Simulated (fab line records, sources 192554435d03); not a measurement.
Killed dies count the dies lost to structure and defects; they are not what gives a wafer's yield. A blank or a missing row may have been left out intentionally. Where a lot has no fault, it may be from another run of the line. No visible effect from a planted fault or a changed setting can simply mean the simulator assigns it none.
fab line records | flow n5-finfet
record: lots: 7 wafers: 39
route steps=1938 shown PMOS_HMC_CHANNEL_EPI@64 DUMMY_GATE@234 SD_EPI_N@273 HKMG_FIN@444 BEOL_M0_SAQP@672
start-h: start of the lot's first displayed wafer, in hours after the record's first day | wait-h: hours from the lot's prior step to this one | " same as the row above | L1.1+2: a row that stands for several wafers | - value missing, or start not given | * or withheld: withheld | < > ~ a bound
route shown NAME@n: NAME is a module with steps in the file, n the number in the route of the first one | usual: average and standard deviation across the fault-free wafers | same: alike in all rows | chamber/n: place in a boat | sites: per-site readings | _std_site: the standard deviation of these | _edge_site: inner sites' mean taken away from outer sites' mean | radius-mm: how far each site lies from the wafer's centre | mask NAME#n: copy n | behind: the tool/chamber that last shaped the wafer | hold: why the lot was held/for how many hours/how that ended | device: the transistor (n, p or np) that didn't switch | end of line: tests run on the same wafers once the route is complete | step lacking rows: just its recipe | killed: dies that structure and defects cost at the first sort, which is not the same as the wafer's yield | map: the dies of a wafer, with x for killed, . for not killed, _ for no die there
set.NAME: setting as actually run; set.NAME@STEP: the setting as run at that earlier step | model.NAME: the simulator's own value behind a step, which no gauge read
lots whose settings were changed on purpose; a table a step, a row a wafer
== steps ==
step: N5_PMOS_HMC_CHANNEL_EPI_DEVELOP_08
recipe: develop-time-s: 30 developer: TMAH resist: CAR-ArF-block dev-temp-c: 23 rinse-liquid: diw dry: air-spin
columns lot.wafer tool chamber start-h wait-h set.develop-time-s
L078.1+3+5 litho-track-01 0 - - 36.6
L078.2+4+6 " 0 " " 30
L079.1+4+5 litho-track-01 0 - - 13.18
L079.2+3+6 " 0 " " 30
L081.1+4+5 litho-track-05 0 - - 35.62
L081.2+3+6 " 0 " " 30
L082.1+4+6 litho-track-05 0 - - 30
L082.2+3+5 " 0 " " 17.65
L084.1+2+3+4+5+6 litho-track-01 0 - - 30
L085.1+2+4 litho-track-05 0 - - 30
L085.3+5+6 " 0 " " 42.73
L093.3+4+5 litho-track-05 0 - - 30
step: N5_PMOS_HMC_CHANNEL_EPI_CD_MEAS_09
recipe: target-cd-nm: 237.4 landing-energy-ev: 500 detector: se-inlens
usual: cd-nm: 237.6/0.94
columns lot.wafer tool chamber start-h wait-h set.develop-time-s@PMOS_HMC_CHANNEL_EPI_DEVELOP_08 cd-nm
L078.1 cd-sem-01 0 41.60 - 36.6 238.9
L078.2 " 0 " " 30 236.3
L078.3 " 0 " " 36.6 238.0
L078.4 " 0 " " 30 237.2
L078.5 " 0 " " 36.6 238.0
L078.6 " 0 " " 30 237.2
L079.1 cd-sem-02 0 47.43 - 13.18 231.2
L079.2 " 0 " " 30 238.1
L079.3 " 0 " " 30 237.7
L079.4 " 0 " " 13.18 232.6
L079.5 " 0 " " 13.18 231.8
L079.6 " 0 " " 30 238.1
L081.1 cd-sem-01 0 59.31 - 35.62 238.7
L081.2 " 0 " " 30 236.4
L081.3 " 0 " " 30 237.0
L081.4 " 0 " " 35.62 237.9
L081.5 " 0 " " 35.62 238.9
L081.6 " 0 " " 30 237.2
L082.1 cd-sem-02 0 65.22 - 30 237.6
L082.2 " 0 " " 17.65 233.9
L082.3 " 0 " " 17.65 233.6
L082.4 " 0 " " 30 236.2
L082.5 " 0 " " 17.65 234.4
L082.6 " 0 " " 30 236.7
L084.1 cd-sem-02 0 77.11 - 30 237.5
L084.2 " 0 " " 30 237.5
L084.3 " 0 " " 30 236.9
L084.4 " 0 " " 30 237.4
L084.5 " 0 " " 30 238.3
L084.6 " 0 " " 30 237.5
L085.1 cd-sem-03 0 84.40 - 30 236.8
L085.2 " 0 " " 30 237.3
L085.3 " 0 " " 42.73 238.3
L085.4 " 0 " " 30 235.9
L085.5 " 0 " " 42.73 238.8
L085.6 " 0 " " 42.73 239.7
L093.3 cd-sem-01 0 131.33 - 30 237.9
L093.4 " 0 " " 30 237.6
L093.5 " 0 " " 30 238.3
step: N5_PMOS_HMC_CHANNEL_EPI_DESCUM_14
recipe: chemistry: O2 time-s: 7.9 source-power-w: 50 bias-power-w: 20 pressure-mtorr: 20 rf-frequency-hz: 2.712e+07 temp-c: 40 resist: CAR-ArF-block o2-flow-sccm: 225
columns lot.wafer tool chamber start-h wait-h set.develop-time-s@PMOS_HMC_CHANNEL_EPI_DEVELOP_08 model.PMOS_HMC_CHANNEL_EPI.cd-nm
L078.1 rie-diel-03 1 41.69 0.0 36.6 238.5
L078.2 " 0 " " 30 236.3
L078.3 " 2 " " 36.6 238.1
L078.4 " 3 " " 30 237.4
L078.5 " 3 " " 36.6 237.9
L078.6 " 2 " " 30 236.9
L079.1 rie-diel-03 2 47.52 0.0 13.18 231.5
L079.2+6 " 0 " " 30 238.2
L079.3 " 1 " " 30 237.5
L079.4 " 3 " " 13.18 232.6
L079.5 " 1 " " 13.18 231.7
L081.1 rie-diel-03 2 59.52 0.1 35.62 238.6
L081.2 " 0 " " 30 236.4
L081.3 " 3 " " 30 236.9
L081.4 " 3 " " 35.62 237.9
L081.5 " 0 " " 35.62 238.7
L081.6 " 2 " " 30 237.3
L082.1 rie-diel-03 0 66.91 1.6 30 237.8
L082.2 " 2 " " 17.65 233.9
L082.3 " 3 " " 17.65 233.8
L082.4 " 3 " " 30 236.3
L082.5 " 2 " " 17.65 234.3
L082.6 " 0 " " 30 236.8
L084.1 rie-diel-02 0 77.59 0.4 30 237.4
L084.2 " 2 " " 30 237.9
L084.3 " 1 " " 30 236.8
L084.4 " 3 " " 30 238
L084.5 " 0 " " 30 238.2
L084.6 " 3 " " 30 237.8
L085.1 rie-diel-02 3 84.49 0.0 30 237
L085.2 " 1 " " 30 237.8
L085.3 " 0 " " 42.73 238.4
L085.4 " 2 " " 30 236
L085.5 " 3 " " 42.73 238.8
L085.6 " 0 " " 42.73 239.3
L093.3+4 rie-diel-03 1,0 131.41 0.0 30 238
L093.5 " 0 " " 30 238.3
step: N5_PMOS_HMC_CHANNEL_EPI_ETCH_32
recipe: chemistry: N2/H2 target: BARC stop-on: SiO2 target-depth-a: 858 over-etch-frac: 0.3 time-s: 50.3 ion-energy-ev: 200 mask-material: CAR-ArF-block pressure-mtorr: 30 source-w: 840 bias-w: 150 n2-flow-sccm: 200 h2-flow-sccm: 200
columns lot.wafer tool chamber start-h wait-h set.develop-time-s@PMOS_HMC_CHANNEL_EPI_DEVELOP_08 model.PMOS_HMC_CHANNEL_EPI.cd-nm
L078.1 rie-diel-03 1 41.73 0.0 36.6 241.5
L078.2 " 0 " " 30 239.2
L078.3 " 2 " " 36.6 241.6
L078.4 " 3 " " 30 240.1
L078.5 " 3 " " 36.6 241.2
L078.6 " 2 " " 30 240.5
L079.1 rie-diel-03 2 47.56 0.0 13.18 233.8
L079.2 " 0 " " 30 239.9
L079.3 " 1 " " 30 239.7
L079.4 " 3 " " 13.18 234.7
L079.5 " 1 " " 13.18 233.5
L079.6 " 0 " " 30 240
L081.1 rie-diel-03 2 59.55 0.0 35.62 241.1
L081.2 " 0 " " 30 238.2
L081.3 " 3 " " 30 239.1
L081.4 " 3 " " 35.62 239.8
L081.5 " 0 " " 35.62 240.6
L081.6 " 2 " " 30 239.7
L082.1 rie-diel-03 0 66.95 0.0 30 239.1
L082.2 " 2 " " 17.65 236.5
L082.3 " 3 " " 17.65 235.7
L082.4 " 3 " " 30 237.7
L082.5 " 2 " " 17.65 236.8
L082.6 " 0 " " 30 238.4
L084.1 rie-diel-02 0 77.63 0.0 30 240.6
L084.2 " 2 " " 30 240.5
L084.3 " 1 " " 30 239.6
L084.4 " 3 " " 30 240.1
L084.5 " 0 " " 30 241.7
L084.6 " 3 " " 30 239.9
L085.1 rie-diel-02 3 84.53 0.0 30 240
L085.2 " 1 " " 30 240.7
L085.3 " 0 " " 42.73 242.5
L085.4 " 2 " " 30 238.9
L085.5 " 3 " " 42.73 241.9
L085.6 " 0 " " 42.73 243.2
L093.3 rie-diel-03 1 131.45 0.0 30 240.2
L093.4 " 0 " " 30 240.8
L093.5 " 0 " " 30 241.2
step: N5_DUMMY_GATE_DESCUM_20
recipe: chemistry: O2 time-s: 6.2 source-power-w: 50 bias-power-w: 20 pressure-mtorr: 20 rf-frequency-hz: 2.712e+07 temp-c: 40 resist: CAR-EUV o2-flow-sccm: 225
columns lot.wafer tool chamber start-h wait-h set.time-s model.CAR-EUV_of_DUMMY_GATE_COAT_09.thk-nm
L078.1+2+3+4+5+6 rie-diel-02 2,1,0,3,1,0 69.48 0.0 6.2 26.4
L079.1+3+4+5+6 rie-diel-02 3,1,0,2,3 75.42 0.0 6.2 26.4
L079.2 " 2 " " 6.2 26.6
L081.1+2+4+5+6 rie-diel-04 0,2,1,0,3 87.65 0.4 6.2 26.4
L081.3 " 3 " " 6.2 26.2
L082.1+4 rie-diel-02 3,1 96.96 0.0 4.235 27.4
L082.2 " 0 " " 4.235 27.6
L082.3+6 " 2,0 " " 6.2 26.6
L082.5 " 1 " " 6.2 26.4
L084.1+2+5 rie-diel-03 0,3,0 112.81 0.0 7.144 26
L084.3+4+6 " 2,1,3 " " 6.2 26.4
L085.1 rie-diel-03 0 116.18 0.0 6.2 26.4
L085.2+3+4 " 1,3,2 " " 7.531 25.8
L085.5+6 " 3,0 " " 6.2 26.6
L093.3+5 rie-diel-02 2,1 160.65 0.0 6.2 26.4
L093.4 " 2 " " 6.2 26.6
step: N5_DUMMY_GATE_ETCH_29
recipe: chemistry: N2/H2 target: underlayer target-depth-a: 130 ion-energy-ev: 200 pressure-mtorr: 30 source-w: 840 bias-w: 150 n2-flow-sccm: 200 h2-flow-sccm: 200
columns lot.wafer tool chamber start-h wait-h set.time-s@DUMMY_GATE_DESCUM_20 model.CAR-EUV_of_DUMMY_GATE_COAT_09.thk-nm
L078.1 rie-diel-02 2 69.55 0.0 6.2 19.2
L078.2+3+4+5+6 " 1,0,3,1,0 " " 6.2 19
L079.1+2+3 rie-diel-02 3,2,1 75.48 0.0 6.2 19.2
L079.4+5+6 " 0,2,3 " " 6.2 19
L081.1+3+4+6 rie-diel-04 0,3,1,3 87.71 0.0 6.2 18.6
L081.2 " 2 " " 6.2 18.8
L081.5 " 0 " " 6.2 18.4
L082.1 rie-diel-02 3 97.02 0.0 4.235 20.2
L082.2+4 " 0,1 " " 4.235 20
L082.3 " 2 " " 6.2 19.4
L082.5 " 1 " " 6.2 19.2
L082.6 " 0 " " 6.2 19
L084.1 rie-diel-03 0 112.88 0.0 7.144 18.4
L084.2+5 " 3,0 " " 7.144 18.6
L084.3+6 " 2,3 " " 6.2 19
L084.4 " 1 " " 6.2 18.8
L085.1+6 rie-diel-03 0 116.25 0.0 6.2 18.8
L085.2+4 " 1,2 " " 7.531 18.2
L085.3 " 3 " " 7.531 18.4
L085.5 " 3 " " 6.2 19.2
L093.3+5 rie-diel-02 2,1 160.72 0.0 6.2 19
L093.4 " 2 " " 6.2 19.2
step: N5_SD_EPI_N_DESCUM_14
recipe: chemistry: O2 time-s: 7.9 source-power-w: 50 bias-power-w: 20 pressure-mtorr: 20 rf-frequency-hz: 2.712e+07 temp-c: 40 resist: CAR-ArF-block o2-flow-sccm: 225
columns lot.wafer tool chamber start-h wait-h set.time-s model.CAR-ArF-block_of_SD_EPI_N_COAT_03.thk-nm
L078.1 rie-diel-05 2 71.97 0.0 7.9 143.4
L078.2+6 " 3,1 " " 10.34 142
L078.3 " 1 " " 10.34 142.2
L078.4+5 " 0 " " 7.9 143.6
L079.1+2 rie-diel-06 2,0 78.13 0.5 7.9 143.8
L079.3 " 1 " " 3.167 146.6
L079.4 " 0 " " 3.167 146.2
L079.5 " 2 " " 3.167 146.4
L079.6 " 1 " " 7.9 144
L081.1 rie-diel-01 2 90.25 0.0 7.9 142.6
L081.2 " 1 " " 10.75 141.4
L081.3 " 3 " " 7.9 143.4
L081.4 " 0 " " 7.9 143.2
L081.5+6 " 3,0 " " 10.75 141.6
L082.1 rie-diel-01 2 101.63 0.0 10.29 142.2
L082.2 " 3 " " 10.29 142.4
L082.3 " 1 " " 7.9 143.4
L082.4+5 " 0 " " 7.9 143.6
L082.6 " 1 " " 10.29 141.8
L084.1 rie-diel-05 2 115.07 0.0 7.9 144.2
L084.2 " 3 " " 7.9 143.8
L084.3 " 1 " " 7.9 144
L084.4+6 " 2,1 " " 3.538 146.8
L084.5 " 3 " " 3.538 146.6
L085.1 rie-diel-06 0 118.34 0.1 6.669 145.2
L085.2+3 " 2,3 " " 6.669 144.8
L085.4 " 2 " " 7.9 144
L085.5 " 3 " " 7.9 143.8
L085.6 " 0 " " 7.9 144.4
L093.3+4+5 rie-diel-01 2,0,3 163.62 0.3 7.9 143.8
step: N5_HKMG_FIN_ETCH_86
recipe: chemistry: N2/H2 target: SOC target-depth-a: 3932 stop-on: TiN ion-energy-ev: 100 bias-w: 61 pressure-mtorr: 30 source-w: 850 n2-flow-sccm: 200 h2-flow-sccm: 200
columns lot.wafer tool chamber start-h wait-h set.target-depth-a model.SOC_of_HKMG_FIN_COAT_85.thk-nm
L078.1 rie-diel-05 2 99.38 - 3932 21.6
L078.2 " 3 " " 3932 12
L078.3+6 " 0 " " 3932 19.6
L078.4 " 1 " " 3932 14.6
L078.5 " 3 " " 3932 11.8
L079.1+3 rie-diel-06 2,0 106.24 - 4666 8.4
L079.2 " 3 " " 3932 18.4
L079.4 " 1 " " 4666 8.6
L079.5 " 3 " " 3932 18.2
L079.6 " 0 " " 3932 12.6
L081.1 rie-diel-01 3 118.27 - 3932 19.4
L081.2 " 1 " " 3932 20.4
L081.3 " 0 " " 3932 16.6
L081.4 " 2 " " 5285 8.4
L081.5+6 " 3,0 " " 5285 8.6
L082.1+5+6 rie-diel-01 0,2,1 128.35 - 5200 8.4
L082.2 " 1 " " 3932 20.6
L082.3 " 2 " " 3932 20.4
L082.4 " 3 " " 3932 19.4
L084.1+4 rie-diel-01 3 141.84 - 1735 175.6
L084.2 " 2 " " 3932 20.6
L084.3+6 " 0 " " 3932 16.6
L084.5 " 2 " " 1735 175.4
L085.1 rie-diel-05 1 144.39 - 3932 15.2
L085.2+6 " 2,1 " " 4906 8.6
L085.3 " 0 " " 3932 19.8
L085.4 " 3 " " 3932 12.6
L085.5 " 0 " " 4906 8.4
L093.3+5 rie-diel-06 1 191.83 - 3932 17.8
L093.4 " 3 " " 3932 19.8
step: N5_BEOL_M0_SAQP_ETCH_106
recipe: chemistry: N2/H2 target: SOC target-depth-a: 1500 stop-on: SiNx ion-energy-ev: 100 bias-w: 61 pressure-mtorr: 30 source-w: 850 n2-flow-sccm: 200 h2-flow-sccm: 200
columns lot.wafer tool chamber start-h wait-h set.target-depth-a model.SOC_of_BEOL_M0_SAQP_COAT_105.thk-nm
L078.1 rie-diel-02 3 132.08 - 1500 24.8
L078.2 " 1 " " 1172 41.8
L078.3 " 2 " " 1172 42.6
L078.4 " 0 " " 1172 41
L078.5 " 3 " " 1500 25.6
L078.6 " 2 " " 1500 26.2
L079.1 rie-diel-03 2 142.05 - 1500 25.2
L079.2+3+4 " 0,1,3 " " 2239 0
L079.5 " 1 " " 1500 24.6
L079.6 " 0 " " 1500 23.8
L081.1 rie-diel-04 3 149.96 - 816.9 57.2
L081.2 " 0 " " 816.9 56.6
L081.3 " 2 " " 1500 22.2
L081.4 " 1 " " 1500 23.4
L081.5 " 0 " " 1500 20.6
L081.6 " 3 " " 816.9 57.4
L082.1 rie-diel-02 3 163.26 - 1500 25
L082.2 " 0 " " 1939 2.2
L082.3 " 1 " " 1500 26
L082.4 " 2 " " 1500 25.8
L082.5 " 1 " " 1939 4
L082.6 " 0 " " 1939 1.6
L084.1 rie-diel-02 1 175.82 - 1500 25.2
L084.2+4 " 0,3 " " 1500 24.4
L084.3 " 2 " " 1737 14
L084.5 " 1 " " 1737 13.4
L084.6 " 2 " " 1737 14.8
L085.1 rie-diel-04 2 180.75 - 1500 24.2
L085.2+3+5 " 0,1,0 " " 2392 0
L085.4 " 3 " " 1500 22.4
L085.6 " 3 " " 1500 22
L093.3 rie-diel-02 1 226.62 - 1500 27.2
L093.4 " 0 " " 1500 25
L093.5 " 0 " " 1500 25.2
step: N5_BEOL_M0_SAQP_ETCH_107
recipe: chemistry: CH3F/O2 target: SiNx target-depth-a: 300 mask-material: SOC pressure-mtorr: 30 source-w: 395 bias-w: 73 Ar_flow_sccm: 150 CH3F_flow_sccm: 30 O2_flow_sccm: 20 ion-energy-ev: 120
columns lot.wafer tool chamber start-h wait-h set.target-depth-a@BEOL_M0_SAQP_ETCH_106 model.SOC_of_BEOL_M0_SAQP_COAT_105.thk-nm
L078.1 rie-diel-02 3 132.14 0.0 1500 14.2
L078.2 " 1 " " 1172 31.4
L078.3 " 2 " " 1172 32.2
L078.4 " 0 " " 1172 30.2
L078.5 " 3 " " 1500 15
L078.6 " 2 " " 1500 15.6
L079.1 rie-diel-03 2 142.11 0.0 1500 14.4
L079.2+3+4 " 0,1,3 " " 2239 0
L079.5 " 1 " " 1500 13.6
L079.6 " 0 " " 1500 12.8
L081.1 rie-diel-04 3 150.02 0.0 816.9 46
L081.2 " 0 " " 816.9 45.2
L081.3 " 2 " " 1500 11
L081.4 " 1 " " 1500 12.2
L081.5 " 0 " " 1500 9
L081.6 " 3 " " 816.9 46.2
L082.1 rie-diel-02 3 163.32 0.0 1500 14
L082.2+5+6 " 0,1,0 " " 1939 0
L082.3+4 " 1,2 " " 1500 15.2
L084.1 rie-diel-02 1 175.88 0.0 1500 14.6
L084.2 " 0 " " 1500 13.4
L084.3 " 2 " " 1737 3.4
L084.4 " 3 " " 1500 13.6
L084.5 " 1 " " 1737 2.8
L084.6 " 2 " " 1737 4.2
L085.1 rie-diel-04 2 180.81 0.0 1500 13.2
L085.2+3+5 " 0,1,0 " " 2392 0
L085.4 " 3 " " 1500 11.4
L085.6 " 3 " " 1500 11
L093.3 rie-diel-02 1 226.68 0.0 1500 16.6
L093.4 " 0 " " 1500 14
L093.5 " 0 " " 1500 14.4
== key ==
split: step: N5_PMOS_HMC_CHANNEL_EPI_DEVELOP_08 setting: develop-time-s stated: 30 by: wafer
response: step: N5_PMOS_HMC_CHANNEL_EPI_CD_MEAS_09 reading: cd-nm change: +0.0827 per: 1% r: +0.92
response: step: N5_PMOS_HMC_CHANNEL_EPI_DESCUM_14 reading: model.PMOS_HMC_CHANNEL_EPI.cd-nm change: +0.08 per: 1% r: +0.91
response: step: N5_PMOS_HMC_CHANNEL_EPI_ETCH_32 reading: model.PMOS_HMC_CHANNEL_EPI.cd-nm change: +0.0794 per: 1% r: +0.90
split: step: N5_DUMMY_GATE_DESCUM_20 setting: time-s stated: 6.2 by: wafer
response: step: N5_DUMMY_GATE_DESCUM_20 reading: model.CAR-EUV_of_DUMMY_GATE_COAT_09.thk-nm change: -0.0303 per: 1% r: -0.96
response: step: N5_DUMMY_GATE_ETCH_29 reading: model.CAR-EUV_of_DUMMY_GATE_COAT_09.thk-nm change: -0.0282 per: 1% r: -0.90
split: step: N5_SD_EPI_N_DESCUM_14 setting: time-s stated: 7.9 by: wafer
response: step: N5_SD_EPI_N_DESCUM_14 reading: model.CAR-ArF-block_of_SD_EPI_N_COAT_03.thk-nm change: -0.0457 per: 1% r: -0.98
split: step: N5_HKMG_FIN_ETCH_86 setting: target-depth-a stated: 3932 by: wafer
response: step: N5_HKMG_FIN_ETCH_86 reading: model.SOC_of_HKMG_FIN_COAT_85.thk-nm shape: bent at-lowest: 175.5 at-stated: 17.58 at-highest: 8.533
split: step: N5_BEOL_M0_SAQP_ETCH_106 setting: target-depth-a stated: 1500 by: wafer
response: step: N5_BEOL_M0_SAQP_ETCH_106 reading: model.SOC_of_BEOL_M0_SAQP_COAT_105.thk-nm change: -0.557 per: 1% r: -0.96
response: step: N5_BEOL_M0_SAQP_ETCH_107 reading: model.SOC_of_BEOL_M0_SAQP_COAT_105.thk-nm shape: bent at-lowest: 45.8 at-stated: 13.54 at-highest: 0
